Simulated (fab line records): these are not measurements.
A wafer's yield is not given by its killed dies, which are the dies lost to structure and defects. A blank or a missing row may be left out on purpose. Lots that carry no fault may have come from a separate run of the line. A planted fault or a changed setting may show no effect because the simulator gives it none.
Split-lot trial -- flow n5 finfet -- on a route of 1938 steps: 7 lots, 21 wafers read

== THE SPLIT ITSELF ==
At N5_BEOL_M8_ETCH_62 (etches SOC in N2/H2, target depth 110 nm, overetch 22 nm, time 165 s), the setting time s was moved away from the recipe's 165 s on 7 of the 21 wafers read, by -19.8% to +11.9%. The other wafers ran this setting at the recipe's value.

== FROM THE SPLIT TO THE READING: what the file shows between them, 2 steps ==
- N5_BEOL_M8_STRIP_68: strips in N2/H2
- N5_BEOL_M8_STRIP_67: strips in CF4

== THE READING ==
etch.depth nm (the simulator's own value, which no gauge read), in nm, at N5_BEOL_M8_HM_OPEN_17 (chemistry Cl2/BCl3, target TiN, target depth 20 nm, overetch 6 nm). No usual value for it is given in the file. Average 20.03 nm, standard deviation 0.27 nm, over the 14 wafers here run with the recipe.

wafer,"tool, chamber at the split","time s as run, s",against the recipe,"etch.depth nm, nm",against lot-mates on the recipe
L074.2,"rie diel-01, 2,1,0",165,recipe,20.46,-
L074.3,"rie diel-01, 2,1,0",165,recipe,20.05,-
L074.4,"rie diel-01, 2,1,0",165,recipe,20.37,-
L085.2,"rie diel-03, 0,2,1",165,recipe,20.36,-
L085.3,"rie diel-03, 0,2,1",165,recipe,19.76,-
L085.4,"rie diel-03, 0,2,1",165,recipe,19.94,-
L086.1,"rie diel-01, 3,0",183,+10.9%,18.6,-1.54
L086.4,"rie diel-01, 0",165,recipe,20.14,-
L086.6,"rie diel-01, 3,0",183,+10.9%,18.33,-1.81
L088.3,"rie diel-01, 2,0,3",132.4,-19.8%,19.9,no lot-mate on the recipe
L088.4,"rie diel-01, 2,0,3",132.4,-19.8%,19.83,no lot-mate on the recipe
L088.5,"rie diel-01, 2,0,3",132.4,-19.8%,19.77,no lot-mate on the recipe
L092.3,"rie diel-03, 1,0,3",165,recipe,19.69,-
L092.5,"rie diel-03, 1,0,3",165,recipe,19.99,-
L092.6,"rie diel-03, 1,0,3",165,recipe,19.71,-
L091.1,"rie diel-01, 2,0,2",165,recipe,20.02,-
L091.4,"rie diel-01, 2,0,2",165,recipe,19.57,-
L091.5,"rie diel-01, 2,0,2",165,recipe,20.04,-
L095.2,"rie diel-05, 2,0",184.7,+11.9%,18.41,-1.93
L095.3,"rie diel-05, 0",165,recipe,20.34,-
L095.5,"rie diel-05, 2,0",184.7,+11.9%,18.2,-2.14
When a row names more than one chamber, that row covers several wafers, and the file does not tell which wafer ran in which chamber.

THE FIT
A straight line over all 21 wafers: etch.depth nm changes by -0.0405 nm for each +1% of time s; r = -0.54; the points scatter about the line by 0.6 nm.
The same after taking each lot's own level away (the mean of its wafers on the recipe; 18 wafers): -0.163 nm for each +1%; r = -0.97; scatter 0.19 nm.
On that fit, the largest move of time s shifts the reading by 3.2 nm.
The span of the lots' own levels, 19.797 to 20.340 nm, comes to 2.0 times the standard deviation stated above.
So the lot-to-lot level blurs the effect unless lot-mates are compared.
Check: -1.95 nm against its lot-mates is what the line predicts for one of the wafers moved furthest among these (+11.9%) when that wafer is left out of the fit. Against them it came out at -1.93 nm.

== THE FILE'S OWN FIT ==
etch.depth nm changes by -0.163 nm for each +1% of time s, r = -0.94.
